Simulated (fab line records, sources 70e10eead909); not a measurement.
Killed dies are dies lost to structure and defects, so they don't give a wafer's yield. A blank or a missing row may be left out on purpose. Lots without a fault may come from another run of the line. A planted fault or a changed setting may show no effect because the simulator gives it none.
A struck lot beside a sound one | flow nand_harc | 34 steps out of a route of 1302
Sound: wafers L559.2, L559.4, L559.5. Struck: wafers L570.2, L570.3, L570.4. The cause comes at the end.
At each step with rows: each side's tool, then ch and its chambers, then its first start. Under that, the readings that differ: sound wafers | struck wafers | difference of the means | sigmas: that difference in standard deviations of wafers without a fault.
alike: readings whose means differ by less than 2 such deviations, and words and numbers that are the same on both sides. not compared: withheld readings, readings that some wafer has no value for, bounds like >300 that may hide the same value, and numbers for which the record gives no deviation and whose values overlap.
The two part at a step that has a row with sigmas, a row that says differs or no value, or rows on one side only. Numbers that don't overlap but have no deviation are shown without sigmas and don't part them. A reading that every wafer of one side lacks parts them only if that side has two wafers or more.

first, 9 steps without rows for these wafers: NHARC_P_M1_COAT_34 (time 65 s); NHARC_P_M1_COAT_03 (resist thk 90 nm); NHARC_P_M1_SOFTBAKE_04 (time 55 s); NHARC_P_M1_EBR_05; NHARC_P_M1_EXPOSE_06 (exposes mask P M1, target cd 130 nm); NHARC_P_M1_PEB_07 (peb time 65 s); NHARC_P_M1_DEVELOP_08 (develop time 35 s); NHARC_P_M1_DESCUM_14 (chemistry O2, time 3 s); NHARC_P_M1_ETCH_35 (etches the open film in N2/H2, target depth 40 nm, overetch 12 nm, time 43.94 s).
NHARC_P_M1_ETCH_15: etches the open film in C4F8/Ar, target depth 182.5 nm, time 91.2 s.
  sound on rie_diel-10 ch 0,3, day 8 10:36; struck on rie_diel-10 ch 0,1,3, day 12 21:55
  alike: oes_product_au, rf_vpp_V
  not compared: rf_hours_counter_h
then, 23 steps without rows for these wafers: NHARC_P_M1_STRIP_18 (strips in N2/H2); NHARC_P_M1_ETCH_28 (etches the open film in CF4/N2, target depth 30 nm, time 72.99 s); NHARC_P_M1_STRIP_19 (strips in post etch residue remover, time 600 s); NHARC_P_M1_DEGAS_29 (time 60 s); NHARC_P_M1_PRE_CLEAN_30 (time 30 s); NHARC_P_M1_PVD_20 (deposits TaN, target thk 5 nm, time 8.06 s); NHARC_P_M1_PVD_21 (deposits Cu, target thk 30 nm, time 20.49 s); NHARC_P_M1_ECD_22 (material Cu, target thk 400 nm); NHARC_P_M1_ANNEAL_31 (time 90 s); NHARC_P_M1_CMP_23 (polishes, t overpolish 20 s, target thk 157.82 nm); NHARC_P_M1_SRD_25; NHARC_P_M1_PRE_CLEAN_32 (time 12 s); NHARC_P_M1_DEP_33 (deposits SiCN, target thk 30 nm); NHARC_P_M2_DEP_00 (deposits SiOC, target thk 182.5 nm); NHARC_P_M2_DEHYDRATE_01 (time 120 s); NHARC_P_M2_HMDS_02 (time 30 s); NHARC_P_M2_COAT_34 (time 65 s); NHARC_P_M2_COAT_03 (resist thk 90 nm); NHARC_P_M2_SOFTBAKE_04 (time 55 s); NHARC_P_M2_EBR_05; NHARC_P_M2_EXPOSE_06 (exposes mask P M2, target cd 170 nm); NHARC_P_M2_PEB_07 (peb time 65 s); NHARC_P_M2_DEVELOP_08 (develop time 35 s).
-- the record jumps here: 18 days lie between the struck wafers' starts before and after (it left off in module P_M2 and takes up again in module END, whose first step shown is number 1302 of the route) --
NHARC_END_SORT_01:
  the record has rows for the struck wafers here (prober-01 ch 0, day 30 13:22) and none for the sound ones

WHERE THEY PART
Only at NHARC_END_SORT_01, within this record.

WHY: what the simulator had put in
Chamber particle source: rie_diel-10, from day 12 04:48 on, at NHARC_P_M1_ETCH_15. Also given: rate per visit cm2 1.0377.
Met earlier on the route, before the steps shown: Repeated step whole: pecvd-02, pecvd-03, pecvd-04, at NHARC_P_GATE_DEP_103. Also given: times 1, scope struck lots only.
